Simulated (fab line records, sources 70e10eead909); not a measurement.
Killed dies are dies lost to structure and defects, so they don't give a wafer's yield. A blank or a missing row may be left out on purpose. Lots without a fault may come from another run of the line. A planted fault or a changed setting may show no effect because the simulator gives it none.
Chamber matching | flow nand_harc | NHARC_A_STAIRCASE_CMP_472 on cmp-01: 4 sister chambers
The step polishes SiO2. 8 wafers are shown with their chamber, then 12 later ones without.

WAFERS WITH THEIR CHAMBER
wafer  | chamber | motor_current_A (A) | slurry_flow_ml_min
L081.1 | 2       | 11.3                | 150.2
L083.1 | 1       | 12.0                | 150.4
L079.1 | 3       | 13.1                | 149.9
L079.2 | 1       | 11.3                | 150.5
L079.6 | 0       | 11.3                | 150.1
L088.1 | 0       | 11.8                | 150.1
L088.3 | 2       | 11.5                | 150.3
L088.4 | 3       | 12.6                | 150.4

WAFERS WITHOUT THEIR CHAMBER
wafer  | motor_current_A (A) | slurry_flow_ml_min
L085.1 | 11.0                | 150.7
L085.3 | 11.8                | 149.8
L085.6 | 12.1                | 149.7
L090.2 | 12.1                | 150.6
L090.4 | 13.8                | 150.1
L090.5 | 11.6                | 149.1
L092.1 | 13.5                | 149.9
L092.3 | 11.7                | 150.4
L092.5 | 11.4                | 149.8
L095.2 | 11.6                | 150.6
L095.4 | 11.7                | 150.5
L095.6 | 11.6                | 149.4

WHICH CHAMBER EACH WENT THROUGH
wafer  | from the rows above               | in truth
L085.1 | can't be placed: 1 or 2 or 0      | 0
L085.3 | can't be placed: 0 or 2 or 3 or 1 | 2
L085.6 | can't be placed: 0 or 3 or 2 or 1 | 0
L090.2 | can't be placed: 1 or 2 or 0 or 3 | 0
L090.4 | 3                                 | 3
L090.5 | can't be placed: 0 or 2 or 3 or 1 | 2
L092.1 | 3                                 | 3
L092.3 | can't be placed: 1 or 2 or 0      | 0
L092.5 | can't be placed: 0 or 2 or 1      | 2
L095.2 | can't be placed: 1 or 2 or 0      | 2
L095.4 | can't be placed: 1 or 2 or 0      | 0
L095.6 | can't be placed: 0 or 2 or 3 or 1 | 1
Placed correctly: 2 of 12. Can't be placed from these rows: 10 (the true chamber is among the candidates in 10). Placed wrongly: 0.
How it was worked out, from the rows above alone: a wafer's distance from a chamber is the root of the sum, over the readings, of the square of ((its reading less the chamber's mean) divided by the reading's scatter). The wafer belongs to the nearest chamber; if the next one is less than 2 further off, it can't be placed. A chamber's mean is the mean of its shown wafers. The scatter: the root of (the sum of the squares of (reading less its chamber's mean) over the shown wafers, divided by (wafers less chambers)).
